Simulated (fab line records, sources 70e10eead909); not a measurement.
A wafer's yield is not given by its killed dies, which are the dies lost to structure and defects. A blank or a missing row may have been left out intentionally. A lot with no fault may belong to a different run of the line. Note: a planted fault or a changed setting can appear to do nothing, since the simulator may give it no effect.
A struck lot beside a sound one -- flow nand_harc -- 13 steps out of a route of 1302
Sound: these wafers, L950.1, L950.4, L950.6. Wafers L969.2, L969.4, L969.5 were the ones struck. The cause is named last.
At each step with rows: each side's tool, then ch and its chambers, then its first start. Under that, the readings that differ: sound wafers -- struck wafers -- difference of the means -- sigmas: that difference in standard deviations of wafers without a fault.
alike: a reading whose means differ by less than 2 such deviations, as well as words and numbers matching on both sides. not compared: withheld readings; readings where some wafer has no value; bounds like >300 that might hide an equal value; numbers whose values overlap and for which the record gives no deviation.
A row with sigmas, a row that says differs or no value, or rows on one side alone: a step with any of these is where the two part. Numbers that don't overlap but have no deviation are shown without sigmas and don't part them. A reading missing from all wafers of one side parts the sides only when that side holds two or more wafers.

NHARC_A_CONTACT_DEP_28: deposits aC, target thk 7000 nm.
  sound on acl_dep-01 ch 0, day 21 09:18; struck on acl_dep-02 ch 0, day 29 05:13
  alike: throttle_valve_pct
NHARC_A_CONTACT_DEP_29: deposits SiON, target thk 100 nm.
  sound on pecvd-02 ch 0,1, day 21 13:34; struck on pecvd-02 ch 1,2, day 29 09:03
  alike: heater_power_w
then, 9 steps without rows for these wafers: NHARC_A_CONTACT_DEHYDRATE_32 (time 120 s); NHARC_A_CONTACT_HMDS_33 (time 30 s); NHARC_A_CONTACT_COAT_34 (time 75 s); NHARC_A_CONTACT_COAT_35 (time 65 s); NHARC_A_CONTACT_COAT_36 (resist thk 90 nm); NHARC_A_CONTACT_SOFTBAKE_37 (time 55 s); NHARC_A_CONTACT_EBR_38; NHARC_A_CONTACT_EXPOSE_39 (exposes mask A CC 3); NHARC_A_CONTACT_PEB_40 (peb time 65 s).
NHARC_A_CONTACT_DEVELOP_41: develop time 35 s.
  struck on litho_track-06, day 29 09:00; sound on litho_track-04 ch 0, day 21 14:00
  no value came back on the struck wafers for chill_plate_temp_C (C), develop_time_s (s); on the sound wafers chill_plate_temp_C (C) reads 22.97 22.99 23.06
NHARC_A_CONTACT_CD_MEAS_42: the cd target is 300 nm.
  sound on cd_sem-01 ch 0, day 21 14:10; struck on cd_sem-03 ch 0, day 29 09:45
reading,sound,struck,difference,sigmas
cd_nm (nm),299.7 299.7 299.2,- - -,no value on the struck wafers,

## WHERE THEY PART
Last at NHARC_A_CONTACT_CD_MEAS_42 as far as this record goes, first at NHARC_A_CONTACT_DEVELOP_41.

WHY: whatever the simulator had introduced
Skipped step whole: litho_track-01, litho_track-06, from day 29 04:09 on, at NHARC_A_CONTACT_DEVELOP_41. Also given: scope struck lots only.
